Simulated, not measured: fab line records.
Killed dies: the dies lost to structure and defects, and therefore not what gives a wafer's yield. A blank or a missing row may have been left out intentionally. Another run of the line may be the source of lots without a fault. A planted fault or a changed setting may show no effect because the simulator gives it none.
A lot that was struck, set against a sound lot | flow n5Finfet | 14 steps out of a route of 1938
Sound: the wafers L463.1, L463.4, L463.5. Struck: wafer L469.3 (left out: L469.1, a lot-mate that was not struck); the cause follows at the end.
Per side, at each step with rows, come the tool, then ch with its chambers, and then its first start. Under that, the readings that differ: sound wafers | struck wafers | difference of the means | sigmas: that difference in standard deviations of wafers without a fault.
alike: a reading whose means differ by less than 2 such deviations, as well as words and numbers matching on both sides. not compared: withheld readings; readings where some wafer has no value; bounds like >300 that might hide an equal value; numbers whose values overlap and for which the record gives no deviation.
A row with sigmas, a row that says differs or no value, or rows on one side alone: a step with any of these is where the two part. Numbers that have no deviation but don't overlap get no sigmas and don't part them. Lack of a reading on every wafer of one side parts them only where that side has two or more wafers.

first, 1 step without rows for these wafers: N5_BEOL_M12_HARDBAKE_32 (time 120 s).
N5_BEOL_M12_CD_MEAS_28: target cd 160.2 nm.
  sound on cdSem-02 ch 0, day 12 20:28; struck on cdSem-01 ch 0, day 14 14:59
  alike: cdNm
N5_BEOL_M12_OVL_MEAS_29:
  sound on overlay-02 ch 0, day 12 20:30; struck on overlay-01 ch 0, day 14 15:01
  alike: M12_OVL
N5_BEOL_M12_INSPECT_30: inspects for defects (macro).
  sound on defectInspect-02 at day 12 20:32; struck on defectInspect-02 at day 14 15:02
reading        | sound | struck | difference | sigmas
rawDefectCount | 3 3 3 | 0      | -3         | -2
N5_BEOL_M12_DESCUM_33: chemistry O2, time 7.9 s.
  sound on rieDiel-01 ch 2,3, day 12 20:36; struck on rieDiel-04 ch 2, day 14 15:04
  alike: drypumpMotorCurrentA, oesProductAu, rfVppV, showerheadPlenumPTorr, throttleValvePct
  not compared: rfHoursCounterH
N5_BEOL_M12_ETCH_67: etches SiARC in CF4, target depth 143 nm, time 238.3 s.
  sound on rieDiel-01 ch 2,3, day 12 20:38; struck on rieDiel-04 ch 2, day 14 15:06
  alike: drypumpMotorCurrentA, etchRfOnTimeS, oesProductAu, rfVppV, showerheadPlenumPTorr, throttleValvePct
  not compared: rfHoursCounterH
N5_BEOL_M12_ETCH_68: etches SOC in N2/H2, time 285 s.
  sound on rieDiel-01 ch 2,3, day 12 20:47; struck on rieDiel-04 ch 2, day 14 15:15
  alike: drypumpMotorCurrentA, oesProductAu, rfVppV, showerheadPlenumPTorr, throttleValvePct
  not compared: rfHoursCounterH
then, 1 step without rows for these wafers: N5_BEOL_M12_STRIP_69 (strips in N2/H2).
N5_BEOL_M12_TRENCH_ETCH_34: etches SiOC in C4F8/O2/Ar, target depth 318.95 nm, time 125.5 s.
  sound on rieDiel-01 ch 2,3, day 12 20:58; struck on rieDiel-04 ch 2, day 14 15:26
  alike: drypumpMotorCurrentA, oesProductAu, rfVppV, showerheadPlenumPTorr, throttleValvePct
  not compared: rfHoursCounterH
then, 1 step without rows for these wafers: N5_BEOL_M12_STRIP_70 (strips in C4F8/O2/Ar).
N5_BEOL_M12_OCD_MEAS_35:
  sound on ocd-01 at day 12 21:07; struck on ocd-01 at day 14 15:35
  alike: trenchDepthNm
N5_BEOL_M12_STRIP_37: strips in N2/H2.
  sound on plasmaAsher-01 ch 0,1, day 12 21:09; struck on plasmaAsher-01 ch 1, day 14 15:38
  alike: drypumpMotorCurrentA, heaterPowerW, oesProductAu
  not compared: rfHoursCounterH
N5_BEOL_M12_ETCH_38: etches SiCN in CF4/N2, target depth 68.7 nm, time 73.4 s.
  sound on rieDiel-04 ch 1,2, day 12 21:22; struck on rieDiel-02 ch 1, day 14 15:58
reading                 | sound            | struck | difference | sigmas
model.etch.depthNm (nm) | 59.9 60.06 59.47 | 62.98  | +3.17      | 
  alike: drypumpMotorCurrentA, oesProductAu, rfVppV, showerheadPlenumPTorr, throttleValvePct
  not compared: rfHoursCounterH
then, 1 step without rows for these wafers: N5_BEOL_M12_PRECLEAN_39 (cleans in residue remover, time 60 s).

## WHERE THEY PART
N5_BEOL_M12_INSPECT_30 only, going by this record. Later steps at which nothing parts them and some readings are alike: N5_BEOL_M12_DESCUM_33, N5_BEOL_M12_ETCH_67, N5_BEOL_M12_ETCH_68, N5_BEOL_M12_TRENCH_ETCH_34, N5_BEOL_M12_OCD_MEAS_35, N5_BEOL_M12_STRIP_37, N5_BEOL_M12_ETCH_38.

WHY: what the simulator had put in
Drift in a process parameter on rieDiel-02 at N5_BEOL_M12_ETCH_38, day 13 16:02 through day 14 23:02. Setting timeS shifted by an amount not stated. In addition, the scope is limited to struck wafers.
